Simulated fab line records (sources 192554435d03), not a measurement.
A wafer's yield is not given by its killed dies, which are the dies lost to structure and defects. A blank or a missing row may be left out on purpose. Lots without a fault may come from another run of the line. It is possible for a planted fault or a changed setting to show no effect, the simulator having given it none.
fab line records	flow n5_finfet
record: lots: 24	wafers: 72	last_day: 19
route steps=1938 shown BEOL_M11@1571 BEOL_M12@1602
lots that met no fault: from a run of the same line without faults
start_h: hours from the record's opening day to when the first of the lot's shown wafers began	wait_h: time in hours since the lot's previous step	" repeats the value in the row above	L1.1+2: a row that stands for several wafers	- no value, or no start was given	* or withheld: withheld	< > ~ a bound
route shown NAME@n: a module of which the file shows steps, and the number in the route of the first	usual: mean/standard deviation of fault-free wafers	same: alike in all rows	chamber/n: place in a boat	sites: each site's reading	_std_site: the values' standard deviation	_edge_site: mean of outer sites minus mean of inner sites	radius_mm: how far each site lies from the wafer's centre	mask NAME#n: copy n	behind: the last tool/chamber to shape the wafer	hold: why the lot was held/for how many hours/how that ended	device: the transistor (n, p or np) that didn't switch	end of line: tests run on the same wafers once the route is complete	a step with no rows: only its recipe	killed: not the wafer's yield, but the dies lost to structure and defects at the first sort	map: the dies of a wafer, with x for killed, . for not killed, _ for no die there
set.NAME: the setting as run; set.NAME@STEP: as run at that earlier step	model.NAME: the simulator's own value behind a step, which no gauge read
a sample of lots followed through the steps of the route, with each step as a table and each wafer as a row
services: a tool's chamber out of use, with start hour (start_h, from the record's first day; less than 0 if before it), hours out, and reason
== steps ==
step: N5_BEOL_M11_DESCUM_33
recipe: chemistry: O2	time_s: 7.9	source_power_w: 50	bias_power_w: 20	pressure_mtorr: 20	rf_frequency_hz: 2.712e+07	temp_c: 40	resist: CAR-ArF	o2_flow_sccm: 225
usual: drypump_motor_current_A: 5.5/0.47	oes_product_au: 0.80/0.08	rf_vpp_V: 243.3/1.5	showerhead_plenum_p_Torr: 2.09/0.078	throttle_valve_pct: 20.45/0.22
lot.wafer	tool	chamber	start_h	wait_h	drypump_motor_current_A	oes_product_au	rf_hours_counter_h	rf_vpp_V	showerhead_plenum_p_Torr	throttle_valve_pct
L074.1	rie_diel-04	2	243.97	0.0	4.7	0.69	227	241.6	1.98	20.43
L074.5	"	0	"	"	5.3	0.89	-	244.5	2.10	20.29
L074.6	"	1	"	"	5.7	0.79	-	241.9	2.09	20.57
L075.2	rie_diel-04	3	263.94	0.1	6.5	0.73	172	242.3	2.06	20.54
L075.5	"	1	"	"	5.7	0.77	-	242.7	2.09	20.58
L075.6	"	2	"	"	4.8	0.69	-	241.2	1.97	20.45
L076.4	rie_diel-01	0	264.52	0.5	5.3	0.93	25	246.5	2.23	20.44
L076.5	"	1	"	"	5.1	0.71	-	241.6	1.98	20.80
L076.6	"	2	"	"	5.4	0.87	-	242.0	2.04	20.29
L077.1	rie_diel-01	1	269.49	0.2	5.1	0.70	195	240.6	1.98	20.81
L077.3	"	3	"	"	5.6	0.90	33	244.4	2.15	20.13
L077.6	"	2	"	"	5.5	0.87	-	243.0	2.04	20.30
L079.1	rie_diel-01	1	270.24	0.7	5.1	0.71	196	242.1	1.98	20.80
L079.3	"	2	"	"	5.4	0.86	59	242.5	2.04	20.30
L079.4	"	3	"	"	5.6	0.89	34	243.6	2.15	20.13
L078.4	rie_diel-03	3	272.50	0.0	6.2	0.81	66	241.9	2.03	20.47
L078.5	"	0	"	"	4.9	0.91	-	244.1	2.21	20.22
L078.6	"	3	"	"	6.2	0.81	-	242.0	2.03	20.45
L080.3	rie_diel-01	1	274.16	0.0	5.1	0.71	197	242.0	1.98	20.80
L080.4	"	0	"	"	5.3	0.93	29	246.2	2.23	20.47
L080.5	"	2	"	"	5.5	0.86	-	244.2	2.04	20.33
L081.2	rie_diel-04	3	281.87	0.5	6.4	0.73	179	242.4	2.06	20.58
L081.3	"	2	"	"	4.7	0.68	246	240.8	1.97	20.45
L081.5	"	3	"	"	6.4	0.72	-	243.6	2.06	20.56
L083.3	rie_diel-01	0	301.02	0.4	5.4	0.91	39	245.4	2.23	20.47
L083.4	"	2	"	"	5.4	0.84	71	242.4	2.03	20.33
L083.5	"	0	"	"	5.3	0.91	-	245.5	2.23	20.46
L082.2	rie_diel-04	3	305.03	0.0	6.4	0.73	188	242.4	2.06	20.57
L082.3	"	0	"	"	5.3	0.85	58	244.0	2.09	20.32
L082.6	"	0	"	"	5.3	0.85	-	242.5	2.09	20.32
L084.1	rie_diel-03	3	309.65	0.0	6.2	0.80	75	242.0	2.03	20.49
L084.4	"	1	"	"	5.6	0.71	223	243.2	2.08	20.79
L084.6	"	0	"	"	5.0	0.89	-	245.2	2.21	20.23
L086.1	rie_diel-03	3	317.25	0.0	6.2	0.81	77	243.0	2.03	20.48
L086.2	"	1	"	"	5.6	0.72	225	241.2	2.08	20.79
L086.3	"	2	"	"	5.1	0.79	132	244.6	2.09	20.38
L087.1	rie_diel-04	1	332.31	0.2	5.6	0.75	189	243.2	2.08	20.60
L087.2	"	2	"	"	4.7	0.99	4	246.4	2.23	19.98
L087.4	"	0	"	"	5.3	0.84	65	244.0	2.09	20.33
L088.1	rie_diel-01	1	332.85	0.6	5.1	0.70	217	242.4	1.97	20.85
L088.3	"	3	"	"	5.6	0.87	54	243.4	2.15	20.16
L088.5	"	0	"	"	5.3	0.90	-	245.4	2.22	20.49
L085.1	rie_diel-01	1	333.31	0.2	5.1	0.70	217	242.5	1.97	20.83
L085.4	"	0	"	"	5.3	0.89	48	244.4	2.22	20.48
L085.6	"	3	"	"	5.6	0.86	-	244.8	2.15	20.15
L090.1	rie_diel-04	0	346.87	0.0	5.3	0.83	70	245.4	2.08	20.34
L090.2	"	3	"	"	6.4	0.71	200	242.5	2.05	20.60
L090.6	"	2	"	"	4.7	0.96	-	245.8	2.23	19.99
L091.2	rie_diel-04	2	353.77	0.0	4.7	0.96	11	245.2	2.23	19.98
L091.3	"	0	"	"	5.2	0.84	71	244.6	2.08	20.33
L091.4	"	3	"	"	6.4	0.71	201	242.6	2.05	20.58
L089.2	rie_diel-04	1	358.46	0.0	5.7	0.76	195	242.5	2.08	20.62
L089.3	"	2	"	"	4.8	0.97	12	245.7	2.23	19.98
L089.6	"	0	"	"	5.3	0.84	-	243.7	2.08	20.33
L093.1	rie_diel-04	3	365.76	0.0	6.4	0.72	205	241.6	2.05	20.61
L093.5	"	0	"	"	5.2	0.83	-	243.7	2.08	20.34
L093.6	"	3	"	"	6.4	0.72	-	242.5	2.05	20.59
L092.2	rie_diel-01	0	374.82	0.0	5.3	0.86	61	243.9	2.22	20.49
L092.4	"	3	"	"	5.6	0.83	66	243.7	2.14	20.18
L092.6	"	3	"	"	5.6	0.84	-	243.6	2.14	20.20
L096.1	rie_diel-03	2	375.17	0.2	5.1	0.78	148	241.5	2.08	20.40
L096.3	"	3	"	"	6.2	0.78	93	242.0	2.02	20.50
L096.5	"	3	"	"	6.2	0.77	-	242.6	2.02	20.50
L094.2	rie_diel-01	3	377.25	0.0	5.6	0.85	67	244.4	2.14	20.17
L094.3	"	2	"	"	5.5	0.82	93	241.5	2.03	20.37
L094.5	"	2	"	"	5.4	0.82	-	242.8	2.03	20.36
L095.1	rie_diel-03	1	377.42	0.0	5.6	0.69	242	244.1	2.07	20.82
L095.2	"	3	"	"	6.2	0.78	93	242.2	2.02	20.50
L095.4	"	2	"	"	5.1	0.78	149	243.0	2.08	20.41
L097.1	rie_diel-03	2	405.19	0.0	5.0	0.77	156	243.4	2.08	20.41
L097.4	"	3	"	"	6.1	0.76	100	242.3	2.02	20.51
L097.5	"	2	"	"	5.1	0.77	-	245.2	2.08	20.40
step: N5_BEOL_M11_ETCH_41
recipe: chemistry: CH3F/O2	target: SiCN	target_depth_a: 426	taper_deg: 2	time_s: 86	ion_energy_ev: 120	mask_material: TiN	pressure_mtorr: 30	source_w: 395	bias_w: 75	Ar_flow_sccm: 150	CH3F_flow_sccm: 30	O2_flow_sccm: 20
usual: bias_w: 74.94/0.23	drypump_motor_current_A: 5.5/0.47	oes_product_au: 0.80/0.08	rf_vpp_V: 297.3/1.5	showerhead_plenum_p_Torr: 2.00/0.067	throttle_valve_pct: 16.34/0.29
lot.wafer	tool	chamber	start_h	wait_h	bias_w	drypump_motor_current_A	oes_product_au	rf_hours_counter_h	rf_vpp_V	showerhead_plenum_p_Torr	throttle_valve_pct
L074.1	rie_diel-04	2	-	-	74.87	4.7	0.69	228	295.5	1.87	16.21
L074.5	"	0	"	"	74.69	5.3	0.90	-	297.8	2.04	16.35
L074.6	"	1	"	"	74.94	5.7	0.78	-	297.7	1.99	16.38
L075.2	rie_diel-04	3	-	-	74.95	6.4	0.73	172	296.5	1.99	16.56
L075.5	"	1	"	"	74.54	5.7	0.76	-	298.1	1.99	16.39
L075.6	"	2	"	"	74.66	4.7	0.68	-	295.9	1.86	16.23
L076.4	rie_diel-01	0	-	-	74.82	5.3	0.91	26	297.8	2.10	16.12
L076.5	"	1	"	"	75.06	5.1	0.70	-	295.4	1.92	16.83
L076.6	"	2	"	"	74.90	5.4	0.87	-	296.5	1.93	16.01
L077.1	rie_diel-01	1	-	-	74.93	5.1	0.70	195	296.0	1.92	16.83
L077.3	"	3	"	"	74.82	5.6	0.90	33	298.8	2.05	15.98
L077.6	"	2	"	"	74.94	5.5	0.87	-	296.2	1.93	16.02
L079.1	rie_diel-01	1	-	-	75.01	5.1	0.70	196	293.3	1.92	16.84
L079.3	"	2	"	"	74.79	5.5	0.86	59	296.8	1.93	16.01
L079.4	"	3	"	"	75.13	5.6	0.90	34	298.1	2.05	15.99
L078.4	rie_diel-03	3	-	-	74.89	6.2	0.81	66	296.3	1.96	16.47
L078.5	"	0	"	"	74.64	5.0	0.89	-	299.6	2.12	16.09
L078.6	"	3	"	"	74.93	6.2	0.80	-	296.9	1.96	16.45
L080.3	rie_diel-01	1	-	-	74.84	5.1	0.70	197	294.5	1.92	16.83
L080.4	"	0	"	"	74.59	5.3	0.90	29	299.5	2.10	16.15
L080.5	"	2	"	"	75.11	5.5	0.86	-	296.5	1.93	16.01
L081.2	rie_diel-04	3	-	-	75.07	6.4	0.72	180	296.6	1.99	16.57
L081.3	"	2	"	"	75.03	4.7	0.66	246	295.2	1.86	16.26
L081.5	"	3	"	"	75.31	6.4	0.72	-	296.7	1.99	16.57
L083.3	rie_diel-01	0	-	-	74.89	5.3	0.88	39	298.8	2.09	16.14
L083.4	"	2	"	"	75.20	5.4	0.85	71	296.0	1.92	16.04
L083.5	"	0	"	"	75.00	5.3	0.88	-	298.9	2.10	16.15
L082.2	rie_diel-04	0	-	-	74.82	5.3	0.86	58	296.4	2.03	16.41
L082.3	"	3	"	"	74.91	6.4	0.73	-	297.8	1.98	16.58
L082.6	"	0	"	"	74.82	5.3	0.86	-	298.3	2.03	16.40
L084.1	rie_diel-03	3	-	-	74.97	6.2	0.82	75	296.5	1.96	16.47
L084.4	"	1	"	"	74.94	5.6	0.71	223	296.2	1.97	16.56
L084.6	"	0	"	"	75.00	4.9	0.89	-	299.3	2.11	16.11
L086.1	rie_diel-03	3	-	-	74.80	6.2	0.81	77	296.6	1.96	16.47
L086.2	"	1	"	"	75.25	5.6	0.72	225	296.8	1.96	16.57
L086.3	"	2	"	"	74.94	5.1	0.79	132	297.8	2.01	16.42
L087.1	rie_diel-04	1	-	-	74.87	5.6	0.75	189	297.3	1.98	16.44
L087.2	"	2	"	"	74.62	4.7	0.98	5	300.3	2.10	15.74
L087.4	"	0	"	"	74.67	5.3	0.84	65	296.9	2.03	16.40
L088.1	rie_diel-01	1	-	-	75.08	5.1	0.70	217	295.7	1.92	16.89
L088.3	"	3	"	"	74.95	5.6	0.88	54	297.6	2.05	16.02
L088.5	"	0	"	"	75.52	5.4	0.88	-	298.2	2.09	16.17
L085.1	rie_diel-01	1	-	-	75.16	5.1	0.70	217	294.9	1.92	16.88
L085.4	"	0	"	"	75.04	5.3	0.87	49	300.1	2.09	16.18
L085.6	"	3	"	"	74.78	5.6	0.88	-	297.6	2.05	16.02
L090.1	rie_diel-04	0	-	-	74.95	5.3	0.84	70	298.4	2.03	16.41
L090.2	"	3	"	"	75.03	6.4	0.72	200	296.0	1.98	16.62
L090.6	"	2	"	"	75.31	4.8	0.94	-	298.2	2.10	15.76
L091.2	rie_diel-04	2	-	-	75.14	4.7	0.95	11	299.9	2.10	15.76
L091.3	"	0	"	"	75.69	5.3	0.85	71	296.8	2.03	16.43
L091.4	"	3	"	"	75.21	6.4	0.72	202	296.6	1.98	16.60
L089.2	rie_diel-04	1	-	-	74.73	5.7	0.74	196	297.0	1.98	16.44
L089.3	"	2	"	"	75.22	4.8	0.95	12	300.4	2.10	15.76
L089.6	"	0	"	"	75.07	5.3	0.85	-	296.9	2.03	16.44
L093.1	rie_diel-04	3	-	-	74.52	6.4	0.71	205	296.0	1.98	16.62
L093.5	"	0	"	"	74.93	5.3	0.84	-	298.8	2.03	16.43
L093.6	"	3	"	"	74.40	6.4	0.72	-	296.4	1.98	16.60
L092.2	rie_diel-01	0	-	-	74.51	5.4	0.85	61	299.0	2.09	16.20
L092.4	"	3	"	"	75.12	5.6	0.85	67	298.1	2.04	16.03
L092.6	"	3	"	"	74.95	5.6	0.85	-	297.1	2.04	16.06
L096.1	rie_diel-03	2	-	-	75.08	5.1	0.79	148	298.1	2.01	16.42
L096.3	"	3	"	"	74.96	6.2	0.79	93	296.0	1.96	16.51
L096.5	"	3	"	"	75.05	6.2	0.79	-	296.4	1.96	16.51
L094.2	rie_diel-01	3	-	-	75.30	5.6	0.85	67	299.1	2.04	16.07
L094.3	"	2	"	"	74.59	5.5	0.82	93	295.2	1.92	16.09
L094.5	"	2	"	"	74.43	5.4	0.82	-	295.2	1.92	16.07
L095.1	rie_diel-03	1	-	-	74.75	5.6	0.70	242	296.9	1.96	16.61
L095.2	"	3	"	"	75.02	6.2	0.78	94	296.2	1.96	16.51
L095.4	"	2	"	"	74.70	5.1	0.77	149	296.3	2.01	16.45
L097.1	rie_diel-03	2	-	-	75.00	5.1	0.78	156	296.3	2.01	16.48
L097.4	"	3	"	"	75.09	6.2	0.78	100	297.1	1.95	16.52
L097.5	"	2	"	"	74.91	5.1	0.78	-	297.1	2.01	16.46
step: N5_BEOL_M11_SURFACE_TREAT_76
recipe: gas: Ar	time_s: *	ion_energy_ev: *	ion_current_ma_cm2: 0.5	pressure_mtorr: *	ar_flow_sccm: 30
usual: throttle_valve_pct: *
lot.wafer	tool	chamber	start_h	wait_h	throttle_valve_pct
L074.1	pvd_sputter-02	-	245.55	0.2	*
L074.5	"	-	"	"	*
L074.6	"	-	"	"	*
L075.2	pvd_sputter-01	-	265.46	0.2	*
L075.5	"	-	"	"	*
L075.6	"	-	"	"	*
L076.4	pvd_sputter-03	-	266.73	0.5	*
L076.5	"	-	"	"	*
L076.6	"	-	"	"	*
L077.1	pvd_sputter-02	-	271.19	0.4	*
L077.3	"	-	"	"	*
L077.6	"	-	"	"	*
L079.1	pvd_sputter-01	-	272.14	0.3	*
L079.3	"	-	"	"	*
L079.4	"	-	"	"	*
L078.4	pvd_sputter-03	-	275.30	0.2	*
L078.5	"	-	"	"	*
L078.6	"	-	"	"	*
L080.3	pvd_sputter-01	-	275.75	0.3	*
L080.4	"	-	"	"	*
L080.5	"	-	"	"	*
L081.2	pvd_sputter-02	-	283.49	0.2	*
L081.3	"	-	"	"	*
L081.5	"	-	"	"	*
L083.3	pvd_sputter-01	-	303.04	0.4	*
L083.4	"	-	"	"	*
L083.5	"	-	"	"	*
L082.2	pvd_sputter-01	-	307.02	0.2	*
L082.3	"	-	"	"	*
L082.6	"	-	"	"	*
L084.1	pvd_sputter-03	-	311.18	0.2	*
L084.4	"	-	"	"	*
L084.6	"	-	"	"	*
L086.1	pvd_sputter-02	-	319.08	0.2	*
L086.2	"	-	"	"	*
L086.3	"	-	"	"	*
L087.1	pvd_sputter-03	-	334.02	0.2	*
L087.2	"	-	"	"	*
L087.4	"	-	"	"	*
L088.1	pvd_sputter-01	-	334.96	0.2	*
L088.3	"	-	"	"	*
L088.5	"	-	"	"	*
L085.1	pvd_sputter-02	-	335.80	0.2	*
L085.4	"	-	"	"	*
L085.6	"	-	"	"	*
L090.1	pvd_sputter-03	-	348.58	0.3	*
L090.2	"	-	"	"	*
L090.6	"	-	"	"	*
L091.2	pvd_sputter-02	-	355.64	0.6	*
L091.3	"	-	"	"	*
L091.4	"	-	"	"	*
L089.2	pvd_sputter-03	-	360.25	0.2	*
L089.3	"	-	"	"	*
L089.6	"	-	"	"	*
L093.1	pvd_sputter-03	-	367.71	0.2	*
L093.5	"	-	"	"	*
L093.6	"	-	"	"	*
L092.2	pvd_sputter-02	-	376.56	0.3	*
L092.4	"	-	"	"	*
L092.6	"	-	"	"	*
L096.1	pvd_sputter-02	-	376.64	0.2	*
L096.3	"	-	"	"	*
L096.5	"	-	"	"	*
L094.2	pvd_sputter-03	-	379.31	0.2	*
L094.3	"	-	"	"	*
L094.5	"	-	"	"	*
L095.1	pvd_sputter-01	-	379.42	0.2	*
L095.2	"	-	"	"	*
L095.4	"	-	"	"	*
L097.1	pvd_sputter-02	-	406.94	0.2	*
L097.4	"	-	"	"	*
L097.5	"	-	"	"	*
step: N5_BEOL_M11_ANNEAL_51
recipe: temp_c: 225	time_s: 90	ambient: N2
usual: wafer_temp_C_max: 226.1/0.53
lot.wafer	tool	chamber	start_h	wait_h	wafer_temp_C_max
L074.1	rtp_anneal-02	0	246.06	0.1	226.6
L074.5	"	0	"	"	226.6
L074.6	"	0	"	"	226.5
L075.2	rtp_anneal-01	0	266.25	0.3	225.8
L075.5	"	0	"	"	225.8
L075.6	"	0	"	"	225.8
L076.4	rtp_anneal-01	0	267.49	0.2	225.9
L076.5	"	0	"	"	225.7
L076.6	"	0	"	"	225.7
L077.1	rtp_anneal-01	0	271.93	0.4	225.8
L077.3	"	0	"	"	225.8
L077.6	"	0	"	"	226.1
L079.1	rtp_anneal-01	0	272.67	0.1	225.6
L079.3	"	0	"	"	225.6
L079.4	"	0	"	"	225.7
L080.3	rtp_anneal-02	0	276.31	0.2	227.4
L080.4	"	0	"	"	226.2
L080.5	"	0	"	"	226.9
L078.4	rtp_anneal-01	0	276.34	0.4	225.5
L078.5	"	0	"	"	225.4
L078.6	"	0	"	"	225.8
L081.2	rtp_anneal-01	0	285.10	1.2	225.3
L081.3	"	0	"	"	225.9
L081.5	"	0	"	"	225.9
L083.3	rtp_anneal-01	0	304.69	1.2	226.1
L083.4	"	0	"	"	225.6
L083.5	"	0	"	"	225.8
L082.2	rtp_anneal-01	0	308.14	0.1	226.0
L082.3	"	0	"	"	225.5
L082.6	"	0	"	"	225.9
L084.1	rtp_anneal-01	0	311.64	0.1	225.8
L084.4	"	0	"	"	225.6
L084.6	"	0	"	"	226.0
L086.1	rtp_anneal-01	0	320.42	0.7	226.0
L086.2	"	0	"	"	226.0
L086.3	"	0	"	"	225.7
L087.1	rtp_anneal-02	0	334.48	0.1	225.9
L087.2	"	0	"	"	226.8
L087.4	"	0	"	"	227.6
L088.1	rtp_anneal-02	0	336.13	0.7	226.6
L088.3	"	0	"	"	226.8
L088.5	"	0	"	"	226.8
L085.1	rtp_anneal-01	0	336.83	0.7	226.3
L085.4	"	0	"	"	225.9
L085.6	"	0	"	"	226.1
L090.1	rtp_anneal-01	0	349.73	0.1	225.9
L090.2	"	0	"	"	225.9
L090.6	"	0	"	"	225.9
L091.2	rtp_anneal-02	0	357.55	0.2	226.8
L091.3	"	0	"	"	226.9
L091.4	"	0	"	"	227.2
L089.2	rtp_anneal-02	0	362.12	1.3	227.3
L089.3	"	0	"	"	227.0
L089.6	"	0	"	"	226.8
L093.1	rtp_anneal-01	0	368.46	0.1	225.9
L093.5	"	0	"	"	225.7
L093.6	"	0	"	"	225.7
L092.2	rtp_anneal-02	0	377.63	0.6	227.4
L092.4	"	0	"	"	226.5
L092.6	"	0	"	"	226.0
L096.1	rtp_anneal-01	0	378.36	0.5	225.6
L096.3	"	0	"	"	225.6
L096.5	"	0	"	"	225.8
L094.2	rtp_anneal-02	0	380.09	0.5	226.8
L094.3	"	0	"	"	226.9
L094.5	"	0	"	"	226.5
L095.1	rtp_anneal-01	0	380.31	0.6	225.7
L095.2	"	0	"	"	225.8
L095.4	"	0	"	"	225.8
L097.1	rtp_anneal-01	0	407.60	0.1	225.7
L097.4	"	0	"	"	226.2
L097.5	"	0	"	"	226.0
step: N5_BEOL_M11_RS_MEAS_57
recipe: thk_meas_gauge: four-point-probe	reads: Cu_of_BEOL_M11_ECD_50+Co_of_BEOL_M11_CVD_75+TaN_of_BEOL_M11_ALD_74
usual: M11_RS: 0.151/0.0043
lot.wafer	tool	chamber	start_h	wait_h	M11_RS[ohm/sq]
L074.1	film_metro-02	-	246.81	0.1	0.161
L074.5	"	-	"	"	0.154
L074.6	"	-	"	"	0.151
L075.2	film_metro-01	-	266.92	0.0	0.151
L075.5	"	-	"	"	0.150
L075.6	"	-	"	"	0.157
L076.4	film_metro-01	-	268.10	0.1	0.145
L076.5	"	-	"	"	0.158
L076.6	"	-	"	"	0.155
L077.1	film_metro-02	-	272.65	0.0	0.159
L077.3	"	-	"	"	0.144
L077.6	"	-	"	"	0.152
L079.1	film_metro-01	-	273.39	0.0	0.159
L079.3	"	-	"	"	0.153
L079.4	"	-	"	"	0.145
L078.4	film_metro-02	-	276.93	0.0	0.148
L078.5	"	-	"	"	0.149
L078.6	"	-	"	"	0.147
L080.3	film_metro-02	-	277.15	0.0	0.163
L080.4	"	-	"	"	0.146
L080.5	"	-	"	"	0.156
L081.2	film_metro-02	-	285.77	0.0	0.152
L081.3	"	-	"	"	0.160
L081.5	"	-	"	"	0.151
L083.3	film_metro-02	-	305.32	0.0	0.144
L083.4	"	-	"	"	0.150
L083.5	"	-	"	"	0.143
L082.2	film_metro-02	-	308.81	0.0	0.149
L082.3	"	-	"	"	0.147
L082.6	"	-	"	"	0.150
L084.1	film_metro-02	-	312.35	0.0	0.150
L084.4	"	-	"	"	0.150
L084.6	"	-	"	"	0.150
L086.1	film_metro-01	-	321.15	0.0	0.150
L086.2	"	-	"	"	0.150
L086.3	"	-	"	"	0.149
L087.1	film_metro-02	-	335.20	0.0	0.152
L087.2	"	-	"	"	0.150
L087.4	"	-	"	"	0.148
L088.1	film_metro-02	-	336.85	0.0	0.154
L088.3	"	-	"	"	0.144
L088.5	"	-	"	"	0.144
L085.1	film_metro-01	-	337.82	0.0	0.157
L085.4	"	-	"	"	0.143
L085.6	"	-	"	"	0.144
L090.1	film_metro-02	-	350.71	0.0	0.149
L090.2	"	-	"	"	0.150
L090.6	"	-	"	"	0.152
L091.2	film_metro-02	-	358.22	0.0	0.150
L091.3	"	-	"	"	0.149
L091.4	"	-	"	"	0.144
L089.2	film_metro-01	-	362.80	0.0	0.151
L089.3	"	-	"	"	0.153
L089.6	"	-	"	"	0.150
L093.1	film_metro-01	-	369.18	0.0	0.147
L093.5	"	-	"	"	0.149
L093.6	"	-	"	"	0.146
L092.2	film_metro-01	-	378.30	0.0	0.147
L092.4	"	-	"	"	0.146
L092.6	"	-	"	"	0.148
L096.1	film_metro-01	-	379.09	0.0	0.150
L096.3	"	-	"	"	0.150
L096.5	"	-	"	"	0.150
L094.2	film_metro-01	-	380.78	0.0	0.146
L094.3	"	-	"	"	0.151
L094.5	"	-	"	"	0.154
L095.1	film_metro-01	-	381.04	0.0	0.152
L095.2	"	-	"	"	0.151
L095.4	"	-	"	"	0.152
L097.1	film_metro-02	-	408.32	0.0	0.149
L097.4	"	-	"	"	0.151
L097.5	"	-	"	"	0.147
step: N5_BEOL_M12_ILD_DEP_00
recipe: material: SiOC	target_thk_a: 6589.2	temp_c: 350	precursor: DEMS/O2	pressure_torr: 5	rf_w: 500	time_s: 130.7
usual: chamber_pressure_Torr: 4.999/0.011	heater_power_outer_w: 286/61	heater_power_w: 518/82	showerhead_plenum_p_Torr: 5.699/0.018	throttle_valve_pct: 11.8/0.46
lot.wafer	tool	chamber	start_h	wait_h	chamber_pressure_Torr	heater_power_outer_w	heater_power_w	showerhead_plenum_p_Torr	throttle_valve_pct
L074.1	pecvd-02	1	246.87	0.0	5.013	338	553	5.701	11.8
L074.5	"	0	"	"	4.993	162	414	5.706	11.5
L074.6	"	1	"	"	4.987	342	598	5.704	11.9
L075.2	pecvd-03	0	266.99	0.0	5.011	264	456	5.688	11.5
L075.5	"	2	"	"	4.969	380	670	5.698	11.3
L075.6	"	1	"	"	4.994	257	489	5.685	11.7
L076.4	pecvd-01	2	268.21	0.1	4.998	262	460	5.648	11.8
L076.5	"	1	"	"	4.978	189	369	5.696	13.4
L076.6	"	0	"	"	4.997	258	461	5.686	12.1
L077.1	pecvd-03	2	272.71	0.0	5.005	405	704	5.711	11.3
L077.3	"	2	"	"	4.998	311	562	5.699	11.7
L077.6	"	0	"	"	5.002	301	504	5.687	11.9
L079.1	pecvd-03	0	273.46	0.0	4.996	265	459	5.681	11.6
L079.3	"	1	"	"	5.006	259	518	5.692	11.5
L079.4	"	1	"	"	4.980	291	541	5.696	11.3
L078.4	pecvd-02	0	277.04	0.1	5.006	248	505	5.706	11.9
L078.5	"	2	"	"	5.001	313	542	5.728	11.7
L078.6	"	1	"	"	5.000	377	628	5.705	11.8
L080.3	pecvd-01	2	277.21	0.0	5.006	323	552	5.656	11.8
L080.4	"	1	"	"	4.986	208	374	5.706	13.4
L080.5	"	2	"	"	4.994	336	589	5.654	11.6
L081.2	pecvd-02	0	285.83	0.0	5.002	230	493	5.716	11.7
L081.3	"	2	"	"	5.015	275	500	5.717	11.8
L081.5	"	0	"	"	4.994	163	393	5.692	11.6
L083.3	pecvd-03	2	305.38	0.0	4.989	351	632	5.707	11.6
L083.4	"	2	"	"	5.003	392	665	5.706	11.5
L083.5	"	0	"	"	4.998	297	515	5.693	11.6
L082.2	pecvd-02	0	308.87	0.0	4.988	196	439	5.706	11.8
L082.3	"	2	"	"	5.015	296	515	5.712	12.1
L082.6	"	2	"	"	5.014	302	532	5.733	11.9
L084.1	pecvd-03	0	312.42	0.0	5.003	258	470	5.689	11.8
L084.4	"	0	"	"	4.990	283	484	5.682	11.6
L084.6	"	1	"	"	4.996	339	607	5.694	11.4
L086.1	pecvd-03	1	321.21	0.0	5.013	293	537	5.699	11.4
L086.2	"	2	"	"	4.977	405	706	5.699	11.2
L086.3	"	0	"	"	4.999	227	396	5.690	11.5
L087.1	pecvd-02	2	335.26	0.0	5.002	262	474	5.716	12.0
L087.2	"	1	"	"	5.004	283	502	5.703	12.3
L087.4	"	2	"	"	4.995	279	505	5.715	11.8
L088.1	pecvd-01	0	336.91	0.0	5.004	274	491	5.681	12.1
L088.3	"	2	"	"	5.002	283	500	5.676	11.6
L088.5	"	1	"	"	4.987	210	380	5.689	13.1
L085.1	pecvd-01	0	337.88	0.0	5.008	251	468	5.675	12.3
L085.4	"	2	"	"	5.007	309	540	5.648	11.8
L085.6	"	0	"	"	5.004	275	468	5.688	12.3
L090.1	pecvd-02	2	350.78	0.0	4.994	258	470	5.709	12.1
L090.2	"	0	"	"	5.005	173	406	5.702	11.6
L090.6	"	1	"	"	4.987	369	606	5.709	12.3
L091.2	pecvd-02	2	358.28	0.0	5.011	302	521	5.727	11.8
L091.3	"	1	"	"	4.998	359	598	5.709	11.7
L091.4	"	1	"	"	5.001	361	609	5.713	12.0
L089.2	pecvd-01	2	362.86	0.0	4.984	339	570	5.656	11.6
L089.3	"	0	"	"	4.996	269	494	5.691	12.4
L089.6	"	1	"	"	4.997	194	358	5.684	13.2
L093.1	pecvd-02	0	369.24	0.0	5.006	214	479	5.691	11.7
L093.5	"	1	"	"	5.002	373	610	5.700	12.0
L093.6	"	2	"	"	4.987	272	482	5.723	11.7
L092.2	pecvd-02	2	378.36	0.0	4.999	255	459	5.730	12.1
L092.4	"	0	"	"	4.996	192	433	5.689	11.6
L092.6	"	1	"	"	4.990	292	510	5.702	11.8
L096.1	pecvd-02	0	379.15	0.0	5.001	223	497	5.708	11.5
L096.3	"	1	"	"	5.001	364	607	5.712	11.9
L096.5	"	0	"	"	5.001	239	512	5.696	11.6
L094.2	pecvd-03	0	380.84	0.0	4.998	289	492	5.685	11.6
L094.3	"	2	"	"	4.979	363	619	5.709	11.5
L094.5	"	2	"	"	4.987	375	661	5.712	11.5
L095.1	pecvd-02	1	381.10	0.0	4.986	368	620	5.724	12.2
L095.2	"	0	"	"	4.997	215	453	5.700	11.6
L095.4	"	2	"	"	4.996	299	528	5.730	11.6
L097.1	pecvd-03	1	408.39	0.0	4.997	324	596	5.687	11.3
L097.4	"	2	"	"	4.996	365	619	5.713	11.7
L097.5	"	1	"	"	5.003	333	617	5.683	11.2
== services ==
tool	chamber	start_h	hours	kind
rie_diel-01	0	223.37	15.1	repair
pecvd-03	0	228.65	2.3	repair
pecvd-02	1	230.84	14.9	repair
rie_diel-01	3	232.64	22.4	repair
pecvd-01	1	233.56	22.8	repair
rie_diel-03	-	244.35	28.1	pm
rie_diel-04	2	292.60	-	clean
rie_diel-04	2	292.60	-	consumable_replace:focus_ring
rie_diel-04	2	292.60	-	consumable_replace:showerhead
rie_diel-04	2	292.60	22.2	scheduled_down
rie_diel-04	2	292.60	22.2	vent_cycle
pecvd-02	-	298.47	2.8	pm
rie_diel-03	-	302.43	0.1	repair
rie_diel-04	-	305.71	4.3	pm
rie_diel-01	-	311.69	0.4	repair
rtp_anneal-02	-	323.08	4.7	pm
pecvd-03	0	333.35	5.9	repair
pecvd-01	-	353.41	6.0	pm
pecvd-03	-	357.19	1.2	repair
pvd_sputter-01	-	367.25	3.0	repair
pecvd-02	1	383.62	-	clean
pecvd-02	1	383.62	-	consumable_replace:showerhead
pvd_sputter-03	-	385.93	7.3	repair
rie_diel-04	1	386.02	8.0	repair
== key ==
fault none
